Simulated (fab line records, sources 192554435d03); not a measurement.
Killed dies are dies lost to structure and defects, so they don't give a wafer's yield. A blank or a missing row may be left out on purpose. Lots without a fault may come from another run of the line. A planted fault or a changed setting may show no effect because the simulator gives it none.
One fault seen from 3 desks | flow n5_finfet | each desk has only its own numbers; what lay behind them comes last

THE DEFECT DESK
What the inspections along the route counted, lot by lot: means of the sampled wafers that have a number. A lot is out of limits, marked OUT, if its mean lies more than 4 standard deviations from the usual mean; the brackets give that distance.
Columns: A = raw_defect_count at N5_BEOL_M6_INSPECT_58, usual 78; B = raw_defect_count at N5_BEOL_M7_INSPECT_13, usual 393
lot  | first seen here | A   | B
L781 | day 9 01:46     | 70  | 273
L785 | day 9 23:53     | 65  | 359
L788 | day 11 08:34    | 78  | 311
L789 | day 11 14:48    | 69  | 402
L798 | day 13 20:20    | 123 | 429
L803 | day 15 12:46    | 61  | 293
This desk's finding: nothing out of limits on any of the 6 lots.

THE METROLOGY DESK
What the gauges read, lot by lot, whatever tool the lot ran on: means of the sampled wafers that have a number. A lot is out of limits, marked OUT, if its mean lies more than 4 standard deviations from the usual mean; the brackets give that distance.
Columns: A = M6_THK at N5_BEOL_M6_THK_MEAS_53, usual 80.4 nm; B = M6_RS at N5_BEOL_M6_RS_MEAS_57, usual 0.286 ohm/sq; C = M7_ILD_THK at N5_BEOL_M7_THK_MEAS_01, usual 154.6 nm; D = cd_nm at N5_BEOL_M7_CD_MEAS_11, usual 38.6 nm; E = M7_OVL at N5_BEOL_M7_OVL_MEAS_12, usual 0.2 nm
lot  | first seen here | A    | B     | C     | D    | E
L781 | day 9 01:37     | 80.8 | 0.285 | 153.3 | 39.0 | -0.3
L785 | day 9 23:43     | 79.8 | 0.289 | 156.2 | 38.4 | -0.5
L788 | day 11 08:23    | 79.6 | 0.289 | 155.5 | 38.7 | -0.1
L789 | day 11 14:37    | 79.6 | 0.286 | 153.4 | 38.4 | -0.0
L798 | day 13 20:11    | 79.6 | 0.287 | 153.9 | 38.8 | -0.6
L803 | day 15 12:37    | 81.9 | 0.280 | 153.5 | 37.9 | 1.2
This desk's finding: nothing out of limits on any of the 6 lots.

THE TOOL OWNER'S DESK: litho_track-02
The tool's own readings at N5_BEOL_M7_COAT_05 (resist thk 90 nm): means of the sampled wafers that have a number, for each lot that ran on this tool. A lot is out of limits, marked OUT, if its mean lies more than 4 standard deviations from the usual mean; the brackets give that distance.
Columns: A = spin_speed_rpm at N5_BEOL_M7_COAT_05, usual 1500.1 rpm
lot  | first seen here | A
L781 | day 9 04:28     | 1498.5
L788 | day 11 10:14    | 1462.8 (-41) OUT
L789 | day 11 16:08    | 1464.3 (-39) OUT
This desk's finding: out of limits on L788, L789; first on L788, day 11 10:14 (spin_speed_rpm at N5_BEOL_M7_COAT_05). In limits: L781.

PUT TOGETHER
The tool owner's desk could have raised an alarm at day 11 10:14, on L788, L789.
The defect desk saw nothing out of limits.
The metrology desk saw nothing out of limits.
The defect desk has L788, L789 on record, within its limits.
The metrology desk has L788, L789 on record, within its limits.
Of the lots named, all ran N5_BEOL_M7_COAT_05 on litho_track-02.

WHAT THE SIMULATOR HAD PUT IN
Process parameter drift: litho_track-02, from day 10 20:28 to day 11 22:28, at N5_BEOL_M7_COAT_05. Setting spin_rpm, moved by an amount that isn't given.
Lots struck among those shown: L788, L789.
Hours from the fault's start to each desk's first reading out of limits: the tool owner's desk, 14.
